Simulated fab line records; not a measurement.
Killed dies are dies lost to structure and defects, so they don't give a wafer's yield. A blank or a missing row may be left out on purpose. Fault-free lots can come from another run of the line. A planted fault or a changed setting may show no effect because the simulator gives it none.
Split-lot experiment + flow n5 finfet + 21 wafers read across 7 lots, on a route 1938 steps long

ON THE SPLIT
At N5_MOL_CONTACT_COAG_EXPOSE_05 (exposes mask CA, defocus 0 nm), the setting dose mj was moved away from the recipe's 38.25 on 9 of the 21 wafers read, by -6.5% to +6.5%. For the rest of the wafers, this setting stayed at what the recipe calls for.

FROM THE SPLIT TO THE READING: what the file shows between them, 14 steps
- N5_MOL_CONTACT_COAG_PEB_06: peb time 60 s
- N5_MOL_CONTACT_COAG_DEVELOP_07: develop time 30 s
- N5_MOL_CONTACT_COAG_CD_MEAS_08: target cd 28 nm
- N5_MOL_CONTACT_COAG_DESCUM_13: chemistry O2, time 7 s
- N5_MOL_CONTACT_COAG_ETCH_59: etches underlayer in N2/H2, target depth 13 nm, time 10.4 s
- N5_MOL_CONTACT_COAG_ETCH_105: etches SiARC in CF4, target depth 15.6 nm, time 26 s
- N5_MOL_CONTACT_COAG_ETCH_106: etches SOC in N2/H2, target depth 80 nm, overetch 16 nm, time 120 s
- N5_MOL_CONTACT_COAG_STRIP_107: strips in N2/H2
- N5_MOL_CONTACT_COAG_STRIP_108: strips in N2/H2
- N5_MOL_CONTACT_COAG_CONTACT_ETCH_14: etches SiO2 in C4F6/O2, target depth 27.5 nm, overetch 8.5 nm, time 20 s
- N5_MOL_CONTACT_COAG_STRIP_109: strips in C4F6/O2
- N5_MOL_CONTACT_COAG_ETCH_15: etches SiNx in CH3F/O2, stops on Si:P, target depth 7 nm
- N5_MOL_CONTACT_COAG_ETCH_110: etches Si in CF4/O2, target depth 2.5 nm, time 8 s
- N5_MOL_CONTACT_COAG_STRIP_98: strips in N2/H2

THE READING
At N5_MOL_CONTACT_COAG_CD_MEAS_99: cd nm in nanometres, against a target cd of 17.2 nm. Typical for fault-free wafers on this fab line: 17.3 nm, with standard deviation 0.31 nm.

| wafer  | tool, chamber at the split | dose mj as run | against the recipe | cd nm, nm | against lot-mates on the recipe |
|--------|----------------------------|----------------|--------------------|-----------|---------------------------------|
| L075.2 | euv scanner-01, 0          | 38.25          | recipe             | 17.5      | -                               |
| L075.5 | euv scanner-01, 0          | 38.25          | recipe             | 17.8      | -                               |
| L075.6 | euv scanner-01, 0          | 38.25          | recipe             | 17.7      | -                               |
| L081.2 | euv scanner-02, 0          | 36.99          | -3.3%              | 16.3      | -1.0                            |
| L081.3 | euv scanner-02, 0          | 36.99          | -3.3%              | 16.3      | -1.0                            |
| L081.6 | euv scanner-02, 0          | 38.25          | recipe             | 17.3      | -                               |
| L083.1 | euv scanner-02, 0          | 35.77          | -6.5%              | 16.2      | no lot-mate on the recipe       |
| L083.4 | euv scanner-02, 0          | 35.77          | -6.5%              | 15.5      | no lot-mate on the recipe       |
| L083.5 | euv scanner-02, 0          | 35.77          | -6.5%              | 15.8      | no lot-mate on the recipe       |
| L085.2 | euv scanner-02, 0          | 38.25          | recipe             | 17.1      | -                               |
| L085.5 | euv scanner-02, 0          | 38.25          | recipe             | 17.2      | -                               |
| L085.6 | euv scanner-02, 0          | 38.25          | recipe             | 17.7      | -                               |
| L087.3 | euv scanner-01, 0          | 38.25          | recipe             | 17.1      | -                               |
| L087.5 | euv scanner-01, 0          | 38.25          | recipe             | 17.3      | -                               |
| L087.6 | euv scanner-01, 0          | 38.25          | recipe             | 17.3      | -                               |
| L094.3 | euv scanner-01, 0          | 40.73          | +6.5%              | 18.9      | +1.2                            |
| L094.5 | euv scanner-01, 0          | 40.73          | +6.5%              | 19.1      | +1.4                            |
| L094.6 | euv scanner-01, 0          | 38.25          | recipe             | 17.7      | -                               |
| L095.1 | euv scanner-02, 0          | 36.57          | -4.4%              | 16.6      | -0.8                            |
| L095.4 | euv scanner-02, 0          | 36.57          | -4.4%              | 16.3      | -1.1                            |
| L095.5 | euv scanner-02, 0          | 38.25          | recipe             | 17.4      | -                               |

FIT RESULTS
A straight line over all 21 wafers: cd nm changes by +0.247 nm for each +1% of dose mj; r = +0.96; the points scatter about the line by 0.25 nm.
The same after taking each lot's own level away (the mean of its wafers on the recipe; 18 wafers): +0.22 nm for each +1%; r = +0.97; scatter 0.18 nm.
According to that fit, moving dose mj by its largest amount changes the reading by 1.4 nm.
Across the lots, their own levels run from 17.23 to 17.70 nm, a range of 1.5 times the standard deviation given above.
Thus the slope moves with the lot-to-lot level: the two fits are different.
Check: with one of the wafers moved furthest among these (+6.5%) left out of the fit, the line predicts +1.48 nm for it against its lot-mates. It came out at +1.2 nm against them.

THE WHOLE CHAIN: every reading that the file lists as answering this split, in the file's order
| step                           | what it does                                                | reading                                                                        | change (the file's fit)               | r (the file's) |
|--------------------------------|-------------------------------------------------------------|--------------------------------------------------------------------------------|---------------------------------------|----------------|
| N5_MOL_CONTACT_COAG_CD_MEAS_08 | target cd 28 nm                                             | cd nm                                                                          | +0.203 nm for each +1% of the setting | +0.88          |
| N5_MOL_CONTACT_COAG_ETCH_59    | etches underlayer in N2/H2, target depth 13 nm, time 10.4 s | MOL_CONTACT_COAG.cd offset nm (the simulator's own value, which no gauge read) | +0.21 nm for each +1% of the setting  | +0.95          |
| N5_MOL_CONTACT_COAG_ETCH_105   | etches SiARC in CF4, target depth 15.6 nm, time 26 s        | MOL_CONTACT_COAG.cd offset nm (the simulator's own value, which no gauge read) | +0.203 nm for each +1% of the setting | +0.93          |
| N5_MOL_CONTACT_COAG_CD_MEAS_99 | target cd 17.2 nm                                           | cd nm                                                                          | +0.214 nm for each +1% of the setting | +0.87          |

FILE'S OWN FIT
cd nm changes by +0.214 nm for each +1% of dose mj, r = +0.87.
